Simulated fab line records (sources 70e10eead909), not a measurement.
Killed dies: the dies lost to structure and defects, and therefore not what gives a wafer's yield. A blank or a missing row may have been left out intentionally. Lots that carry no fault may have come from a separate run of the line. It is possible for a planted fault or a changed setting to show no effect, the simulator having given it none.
Which tool was responsible? | flow nand_harc | 24 lots, 72 wafers sampled, at 6 steps of a route of 1159

## WHAT THE GAUGES READ, wafer by wafer
NHARC_P_M2_INSPECT_11. Usual: raw_defect_count at 4.2, with a standard deviation of 2.6.
lot  | measured     | on                | raw_defect_count | flag
L075 | day 6 04:29  | defect_inspect-01 | 4 4 7            |
L074 | day 6 10:02  | defect_inspect-02 | 5 3 4            |
L077 | day 6 20:58  | defect_inspect-01 | 2 1 5            |
L076 | day 6 21:34  | defect_inspect-02 | 6 5 5            |
L078 | day 7 02:17  | defect_inspect-02 | 6 5 3            |
L079 | day 7 04:06  | defect_inspect-01 | 9 12 3           |
L080 | day 8 00:06  | defect_inspect-02 | 1 5 4            |
L081 | day 8 00:27  | defect_inspect-02 | 3 2 2            |
L082 | day 8 04:47  | defect_inspect-02 | 5 3 2            |
L083 | day 8 13:10  | defect_inspect-02 | 3 4 2            |
L084 | day 8 18:38  | defect_inspect-02 | 4 6 6            |
L086 | day 9 11:39  | defect_inspect-01 | 3 1 2            |
L085 | day 9 12:07  | defect_inspect-02 | 0 0 1            |
L088 | day 9 12:32  | defect_inspect-01 | 3 2 1            |
L087 | day 9 14:14  | defect_inspect-01 | 3 2 6            |
L089 | day 9 20:31  | defect_inspect-01 | 6 3 2            |
L090 | day 9 22:00  | defect_inspect-02 | 4 2 0            |
L092 | day 10 17:51 | defect_inspect-02 | 4 3 5            |
L091 | day 10 18:12 | defect_inspect-02 | 3 3 3            |
L093 | day 10 19:56 | defect_inspect-01 | 11 7 7           |
L094 | day 11 04:17 | defect_inspect-01 | 3 0 1            |
L095 | day 11 11:05 | defect_inspect-01 | 4 10 6           |
L097 | day 11 14:58 | defect_inspect-02 | 8 7 8            |
L096 | day 11 15:52 | defect_inspect-02 | 6 3 4            |

NHARC_A_SOURCE_PLATE_INSPECT_08. Usual: raw_defect_count at 64, with a standard deviation of 28.
lot  | measured     | on                | raw_defect_count | flag
L075 | day 7 13:46  | defect_inspect-02 | 61 39 48         |
L074 | day 7 17:26  | defect_inspect-02 | 73 60 126        |
L077 | day 8 03:49  | defect_inspect-02 | 63 54 42         |
L076 | day 8 03:49  | defect_inspect-01 | 109 86 195       |
L078 | day 8 09:41  | defect_inspect-02 | 40 50 44         |
L079 | day 8 09:39  | defect_inspect-01 | 87 62 89         |
L080 | day 9 08:22  | defect_inspect-01 | 22 49 42         |
L081 | day 9 08:20  | defect_inspect-01 | 55 52 59         |
L082 | day 9 11:53  | defect_inspect-01 | 33 37 35         |
L083 | day 9 19:42  | defect_inspect-02 | 45 47 36         |
L084 | day 10 02:13 | defect_inspect-01 | 45 52 51         |
L086 | day 10 18:46 | defect_inspect-02 | 64 100 74        |
L085 | day 10 18:45 | defect_inspect-01 | 83 80 76         |
L088 | day 10 18:46 | defect_inspect-01 | 41 54 49         |
L087 | day 10 18:44 | defect_inspect-02 | 40 30 35         |
L089 | day 11 03:06 | defect_inspect-02 | 50 53 38         |
L090 | day 11 03:05 | defect_inspect-01 | 48 90 80         |
L092 | day 12 02:11 | defect_inspect-01 | 95 68 79         |
L091 | day 12 02:11 | defect_inspect-02 | 102 104 66       |
L093 | day 12 02:14 | defect_inspect-02 | 93 51 84         |
L094 | day 12 11:55 | defect_inspect-02 | 48 53 38         |
L095 | day 12 18:42 | defect_inspect-01 | 108 66 70        |
L097 | day 12 18:44 | defect_inspect-01 | 43 40 65         |
L096 | day 12 18:43 | defect_inspect-02 | 33 61 42         |

NHARC_A_CHANNEL_HOLE_D1_CD_MEAS_10: target cd 100 nm. Usual: cd_nm at 100.2 nm, with a standard deviation of 0.42.
lot  | measured     | on        | cd_nm (nm)        | flag
L075 | day 8 05:15  | cd_sem-02 | 100.5 100.6 100.1 |
L074 | day 8 10:04  | cd_sem-03 | 100.0 100.1 100.4 |
L077 | day 8 19:19  | cd_sem-01 | 99.8 99.7 99.9    |
L076 | day 8 19:40  | cd_sem-03 | 100.2 99.8 100.5  |
L078 | day 9 01:26  | cd_sem-03 | 100.0 100.6 100.4 |
L079 | day 9 02:58  | cd_sem-02 | 99.4 99.1 99.3    |
L080 | day 10 00:33 | cd_sem-02 | 100.1 100.1 100.0 |
L081 | day 10 00:13 | cd_sem-01 | 99.7 99.6 100.0   |
L082 | day 10 03:23 | cd_sem-01 | 99.9 99.9 99.9    |
L083 | day 10 12:10 | cd_sem-01 | 100.7 101.3 100.1 |
L084 | day 10 21:31 | cd_sem-02 | 100.1 100.3 99.3  |
L086 | day 11 14:04 | cd_sem-02 | 100.2 100.5 100.4 |
L085 | day 11 12:10 | cd_sem-01 | 99.8 100.3 100.3  |
L088 | day 11 11:54 | cd_sem-03 | 100.2 100.3 99.6  |
L087 | day 11 13:47 | cd_sem-02 | 100.4 100.7 100.1 |
L089 | day 11 20:37 | cd_sem-01 | 99.8 100.3 99.7   |
L090 | day 11 20:49 | cd_sem-01 | 100.2 100.8 99.9  |
L092 | day 12 17:42 | cd_sem-02 | 99.8 100.4 100.0  |
L091 | day 12 19:11 | cd_sem-03 | 100.4 101.0 100.7 |
L093 | day 12 17:57 | cd_sem-02 | 100.8 100.7 100.8 |
L094 | day 13 03:30 | cd_sem-03 | 100.1 100.8 100.8 |
L095 | day 13 10:32 | cd_sem-03 | 100.5 100.6 100.5 |
L097 | day 13 14:20 | cd_sem-02 | 100.5 100.7 100.4 |
L096 | day 13 12:26 | cd_sem-03 | 100.5 100.1 100.2 |

NHARC_A_CHANNEL_HOLE_D1_CD_MEAS_30. Usual: cd_nm at 90.0 nm, with a standard deviation of 0.97.
lot  | measured     | on        | cd_nm (nm)     | flag
L075 | day 8 12:15  | cd_sem-03 | 90.0 89.6 88.2 |
L074 | day 8 16:55  | cd_sem-02 | 90.0 89.1 90.2 |
L077 | day 9 02:14  | cd_sem-02 | 90.1 89.3 90.5 |
L076 | day 9 02:32  | cd_sem-02 | 89.8 89.0 89.9 |
L078 | day 9 08:23  | cd_sem-02 | 90.4 90.3 90.6 |
L079 | day 9 10:24  | cd_sem-01 | 88.9 88.6 90.6 |
L080 | day 10 07:40 | cd_sem-02 | 89.0 90.6 90.3 |
L081 | day 10 07:05 | cd_sem-02 | 90.3 91.0 88.9 |
L082 | day 10 12:56 | cd_sem-01 | 89.3 90.3 89.8 |
L083 | day 10 19:14 | cd_sem-03 | 90.9 89.4 88.2 |
L084 | day 11 04:37 | cd_sem-01 | 90.4 91.6 90.5 |
L086 | day 11 23:11 | cd_sem-02 | 90.4 90.9 89.8 |
L085 | day 11 19:03 | cd_sem-01 | 88.8 89.3 88.9 |
L088 | day 11 18:47 | cd_sem-01 | 89.1 89.4 89.5 |
L087 | day 11 22:57 | cd_sem-01 | 90.6 91.4 91.4 |
L089 | day 12 05:03 | cd_sem-01 | 90.5 90.0 89.6 |
L090 | day 12 05:04 | cd_sem-03 | 89.6 90.0 89.4 |
L092 | day 13 00:35 | cd_sem-03 | 89.5 90.0 88.7 |
L091 | day 13 04:45 | cd_sem-03 | 91.2 91.5 91.7 |
L093 | day 13 00:51 | cd_sem-01 | 91.1 91.3 90.7 |
L094 | day 13 10:31 | cd_sem-01 | 88.9 91.3 89.9 |
L095 | day 13 17:47 | cd_sem-02 | 90.9 91.3 89.9 |
L097 | day 13 22:16 | cd_sem-01 | 91.1 90.3 91.3 |
L096 | day 13 19:39 | cd_sem-02 | 87.7 91.8 89.1 |

## WHAT TOOL EACH LOT RAN ON (gives the tool, then ch and the chambers of the sampled wafers, and finally the start)
lot  | NHARC_P_M2_DEP_33               | NHARC_P_BONDPAD_PVD_27
L075 | pecvd-03 ch 0,1,2, day 6 07:17  | pvd_sputter-01, day 7 13:46 or earlier
L074 | pecvd-02 ch 0,1,2, day 6 13:22  | pvd_sputter-03, day 7 17:26 or earlier
L077 | pecvd-03 ch 0,1,2, day 6 23:49  | pvd_sputter-02, day 8 03:49 or earlier
L076 | pecvd-02 ch 0,1,2, day 7 00:32  | pvd_sputter-02, day 8 03:49 or earlier
L078 | pecvd-01 ch 1,2, day 7 05:16    | pvd_sputter-01, day 8 09:41 or earlier
L079 | pecvd-01 ch 0,2, day 7 06:53    | pvd_sputter-01, day 8 09:39 or earlier
L080 | pecvd-01 ch 0,2, day 8 02:53    | pvd_sputter-03, day 9 08:22 or earlier
L081 | pecvd-01 ch 0,2, day 8 03:20    | pvd_sputter-02, day 9 08:20 or earlier
L082 | pecvd-02 ch 0,1,2, day 8 07:44  | pvd_sputter-01, day 9 11:53 or earlier
L083 | pecvd-02 ch 1,2, day 8 16:09    | pvd_sputter-02, day 9 19:42 or earlier
L084 | pecvd-01 ch 0,1,2, day 8 21:31  | pvd_sputter-03, day 10 02:13 or earlier
L086 | pecvd-01 ch 0,1,2, day 9 14:38  | pvd_sputter-03, day 10 18:46 or earlier
L085 | pecvd-02 ch 0,1, day 9 14:57    | pvd_sputter-02, day 10 18:45 or earlier
L088 | pecvd-03 ch 1,2, day 9 15:31    | pvd_sputter-01, day 10 18:46 or earlier
L087 | pecvd-02 ch 1,2, day 9 17:05    | pvd_sputter-01, day 10 18:44 or earlier
L089 | pecvd-01 ch 0,2, day 9 23:24    | pvd_sputter-01, day 11 03:06 or earlier
L090 | pecvd-02 ch 0,2, day 10 01:05   | pvd_sputter-03, day 11 03:05 or earlier
L092 | pecvd-03 ch 0,1, day 10 20:53   | pvd_sputter-02, day 12 02:11 or earlier
L091 | pecvd-02 ch 0,2, day 10 22:12   | pvd_sputter-03, day 12 02:11 or earlier
L093 | pecvd-03 ch 0,2, day 10 23:05   | pvd_sputter-02, day 12 02:14 or earlier
L094 | pecvd-03 ch 1,2, day 11 07:18   | pvd_sputter-03, day 12 11:55 or earlier
L095 | pecvd-03 ch 0,1,2, day 11 14:14 | pvd_sputter-03, day 12 18:42 or earlier
L097 | pecvd-01 ch 0,1,2, day 11 17:47 | pvd_sputter-03, day 12 18:44 or earlier
L096 | pecvd-03 ch 1,2, day 11 18:45   | pvd_sputter-01, day 12 18:43 or earlier
- NHARC_P_M2_DEP_33: deposits SiCN, target thk 30 nm.
- NHARC_P_BONDPAD_PVD_27: deposits Cu, target thk 30 nm, time 20.49 s.

## WHAT THE TOOLS THEMSELVES READ (means of the sampled wafers that have a number; where no wafer has one, the mark that the record gives instead)
NHARC_P_M2_DEP_33. Usual: heater_power_w at 550 W, with a standard deviation of 69.
lot  | tool     | heater_power_w (W) | flag
L075 | pecvd-03 | 535                |
L074 | pecvd-02 | 524                |
L077 | pecvd-03 | 511                |
L076 | pecvd-02 | 573                |
L078 | pecvd-01 | 511                |
L079 | pecvd-01 | 545                |
L080 | pecvd-01 | 509                |
L081 | pecvd-01 | 532                |
L082 | pecvd-02 | 568                |
L083 | pecvd-02 | 554                |
L084 | pecvd-01 | 570                |
L086 | pecvd-01 | 560                |
L085 | pecvd-02 | 566                |
L088 | pecvd-03 | 509                |
L087 | pecvd-02 | 566                |
L089 | pecvd-01 | 527                |
L090 | pecvd-02 | 552                |
L092 | pecvd-03 | 535                |
L091 | pecvd-02 | 519                |
L093 | pecvd-03 | 544                |
L094 | pecvd-03 | 558                |
L095 | pecvd-03 | 565                |
L097 | pecvd-01 | 566                |
L096 | pecvd-03 | 524                |

NHARC_P_BONDPAD_PVD_27. Usual: throttle_valve_pct at 29.8 %, with a standard deviation of 1.1.
lot  | tool           | throttle_valve_pct (%) | flag
L075 | pvd_sputter-01 | 28.9                   |
L074 | pvd_sputter-03 | 30.3                   |
L077 | pvd_sputter-02 | 30.3                   |
L076 | pvd_sputter-02 | 30.4                   |
L078 | pvd_sputter-01 | 30.0                   |
L079 | pvd_sputter-01 | 29.5                   |
L080 | pvd_sputter-03 | 29.9                   |
L081 | pvd_sputter-02 | 30.2                   |
L082 | pvd_sputter-01 | 28.3                   |
L083 | pvd_sputter-02 | 30.7                   |
L084 | pvd_sputter-03 | 29.7                   |
L086 | pvd_sputter-03 | 30.0                   |
L085 | pvd_sputter-02 | 30.4                   |
L088 | pvd_sputter-01 | 29.5                   |
L087 | pvd_sputter-01 | 28.4                   |
L089 | pvd_sputter-01 | 29.6                   |
L090 | pvd_sputter-03 | 29.4                   |
L092 | pvd_sputter-02 | 30.4                   |
L091 | pvd_sputter-03 | 30.8                   |
L093 | pvd_sputter-02 | 30.6                   |
L094 | pvd_sputter-03 | 30.3                   |
L095 | pvd_sputter-03 | 30.8                   |
L097 | pvd_sputter-03 | 30.1                   |
L096 | pvd_sputter-01 | 28.8                   |

## THE ANSWER, worked out from the rows above alone
Rule: take the mean of a lot's wafers that have a number; if it is more than 3 standard deviations from the usual mean, the lot is off. A lot without any number at a reading at which 4 lots or more have one is off too. Any other lot the step has rows for is counted as sound. Order of review: gauges by route order, followed by the tools' own readings, for which a lot's mean as printed above is used. At the first step where some lot is off, the reading lying furthest off is the one used; lots without a number count as furthest.
No lot is off on any of the readings shown, so nothing can be concluded from this.

## WHAT THE SIMULATOR PUT IN
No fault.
